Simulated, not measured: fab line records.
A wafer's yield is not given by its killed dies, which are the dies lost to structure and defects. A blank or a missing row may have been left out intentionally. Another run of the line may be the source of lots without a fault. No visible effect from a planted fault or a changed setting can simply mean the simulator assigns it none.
Chamber matching || flow nandHarc || NHARC_A_STAIRCASE_DEP_280 on pecvd-02 has 3 sister chambers
The step deposits SiON, target thk 30 nm. 3 wafers are shown with their chamber, then 9 later ones without.

EACH WAFER AND ITS CHAMBER
{"wafer": "L081.5", "chamber": 2, "heaterPowerW (W)": 823}
{"wafer": "L088.3", "chamber": 1, "heaterPowerW (W)": 740}
{"wafer": "L088.6", "chamber": 0, "heaterPowerW (W)": 830}

WAFERS WITHOUT THEIR CHAMBER
{"wafer": "L093.1", "heaterPowerW (W)": 900}
{"wafer": "L093.5", "heaterPowerW (W)": 708}
{"wafer": "L093.6", "heaterPowerW (W)": 805}
{"wafer": "L092.1", "heaterPowerW (W)": 737}
{"wafer": "L092.2", "heaterPowerW (W)": 928}
{"wafer": "L092.5", "heaterPowerW (W)": 699}
{"wafer": "L094.1", "heaterPowerW (W)": 804}
{"wafer": "L094.2", "heaterPowerW (W)": 898}
{"wafer": "L094.5", "heaterPowerW (W)": 791}

WHICH CHAMBER EACH WENT THROUGH
{"wafer": "L093.1", "from the rows above": "can't be placed: 0 or 2 or 1", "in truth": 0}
{"wafer": "L093.5", "from the rows above": "can't be placed: 1 or 2 or 0", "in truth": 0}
{"wafer": "L093.6", "from the rows above": "can't be placed: 2 or 0 or 1", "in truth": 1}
{"wafer": "L092.1", "from the rows above": "can't be placed: 1 or 2 or 0", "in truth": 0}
{"wafer": "L092.2", "from the rows above": "can't be placed: 0 or 2 or 1", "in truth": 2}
{"wafer": "L092.5", "from the rows above": "can't be placed: 1 or 2 or 0", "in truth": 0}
{"wafer": "L094.1", "from the rows above": "can't be placed: 2 or 0 or 1", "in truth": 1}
{"wafer": "L094.2", "from the rows above": "can't be placed: 0 or 2 or 1", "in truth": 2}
{"wafer": "L094.5", "from the rows above": "can't be placed: 2 or 0 or 1", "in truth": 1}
0 of 9 placed correctly. Can't be placed from these rows: 9 (the true chamber is among the candidates in 9). Placed wrongly: 0.
How it was worked out, from the rows above alone: a wafer's distance from a chamber is the root of the sum, over the readings, of the square of ((its reading less the chamber's mean) divided by the reading's scatter). The wafer belongs to the nearest chamber; if the next one is less than 2 further off, it can't be placed. A chamber's mean is the mean of its shown wafers. The scatter (one wafer shown for each chamber): square how far every hidden wafer sits from the nearest shown wafer, average those squares and take the square root.
